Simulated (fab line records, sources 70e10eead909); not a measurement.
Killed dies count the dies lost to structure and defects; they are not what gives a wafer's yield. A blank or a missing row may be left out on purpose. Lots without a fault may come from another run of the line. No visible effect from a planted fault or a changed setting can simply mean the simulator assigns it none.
8D (eight disciplines) problem report, filled in by code | flow nand-harc | the parts of the form that need people (team, actions taken, sign-off) are left out

== 1. THE PROBLEM ==
killed-at-array at NHARC_END_SORT_01 reads a mean of 671 on 3 wafers of 3 lots; wafers without a fault read 57 with a standard deviation of 19. Relative to the usual mean, that is a shift of +32 standard deviations.
Seen first at day 30 18:28 on prober-01, wafer L851.1. At this step, 15 wafers from 5 lots have a number in the record. The rule behind "out" and "out of limits": a value lying over 4 standard deviations away from the usual mean. All remaining wafers that have a number are taken as sound.

== 2. WHAT THIS IS AND IS NOT ==
question                    | is                           | is not
which readings at this step | killed-at-array, killed-dies | killed-at-other, killed-at-periphery, killed-short
which lots                  | L851, L852, L853             | L841, L859
which wafers of those lots  | L851.1, L852.6, L853.3       | L851.4, L851.5, L852.1, L852.3, L853.4, L853.5
read on which gauges        | prober-01, prober-02         | -
when                        | from day 30 18:28            | up to then (5 sound wafers); but 7 sound wafers of L851, L853, L859 came after

== 3. WHAT RULES OUT EACH SUSPECT ==
Counting: any tool at a process step up to the reading remains a suspect provided it ran every lot that is out. Sound lots after the first of them don't rule it out here, since some wafers of a struck lot are sound.
- the gauge at NHARC_END_SORT_01 is ruled out. Those wafers that are out were read across 2 gauges (prober-01, prober-02).
- rie-diel-13 at NHARC_A_CONTACT_ETCH_49 (etches the open film in N2/H2, target depth 260 nm, time 475.3 s): kept. It ran every lot that is out, first L852 (day 27 11:10). Because NHARC_A_CONTACT_ETCH_49 lacks a start for some lots, the hours and order of its lots are taken from NHARC_A_CONTACT_ETCH_51.
- rie-diel-13 at NHARC_A_CONTACT_ETCH_51 (etches the open film in O2/COS, target depth 7000 nm, time 1820 s): kept. It ran every lot that is out, first L852 (day 27 11:10). Its own readings are out on those wafers: run-length-s.
- Within rie-diel-13 at NHARC_A_CONTACT_ETCH_51: the wafers that are out ran in chamber 0; their sound lot-mates ran in chambers 2, 3.
Remaining after the count are rie-diel-13 at NHARC_A_CONTACT_ETCH_49 and rie-diel-13 at NHARC_A_CONTACT_ETCH_51.

== 4. THE CAUSE (what the simulator had put in) ==
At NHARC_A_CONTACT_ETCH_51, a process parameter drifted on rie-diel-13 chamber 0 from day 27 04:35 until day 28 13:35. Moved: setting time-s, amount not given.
Counting left 2 suspects, and this tool is among them.

== 5. THE EFFECT CHAIN, in route order ==
One row per reading whose mean, taken over the struck wafers that have a number, lies over 3 standard deviations from the usual. Only readings for which the record gives a usual standard deviation are gone through. hours: the time from each lot's start at the first step in this table that gives one to its start at this step, as a median over the lots. sigmas: the change in usual standard deviations.
hours | step                    | reading         | usual    | on struck wafers | change | sigmas
0     | NHARC_A_CONTACT_ETCH_51 | run-length-s    | 1841.4 s | 1244.1           | -597.3 | -99 or more
79    | NHARC_END_SORT_01       | killed-at-array | 57       | 671              | +614   | +32
79    | NHARC_END_SORT_01       | killed-dies     | 62       | 677              | +615   | +32
It contains these process steps:
- NHARC_A_CONTACT_ETCH_51: etches the open film in O2/COS, target depth 7000 nm, time 1820 s.

== 6. WHAT WOULD HAVE CAUGHT IT SOONER ==
Counted from the fault's start at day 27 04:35, it took 86 hours until the first out-of-limits reading at a measuring or inspecting step in this record, taken at day 30 18:28.
Tool's own readings at NHARC_A_CONTACT_ETCH_51, run-length-s: out on all struck wafers the step has rows for; an alarm limit on them would have tripped on the first.
By day 30 18:28 the whole set of lots that are out, 3 in number, had already begun NHARC_A_CONTACT_ETCH_51 on rie-diel-13. Tool hold at that time: it would have spared none of them.
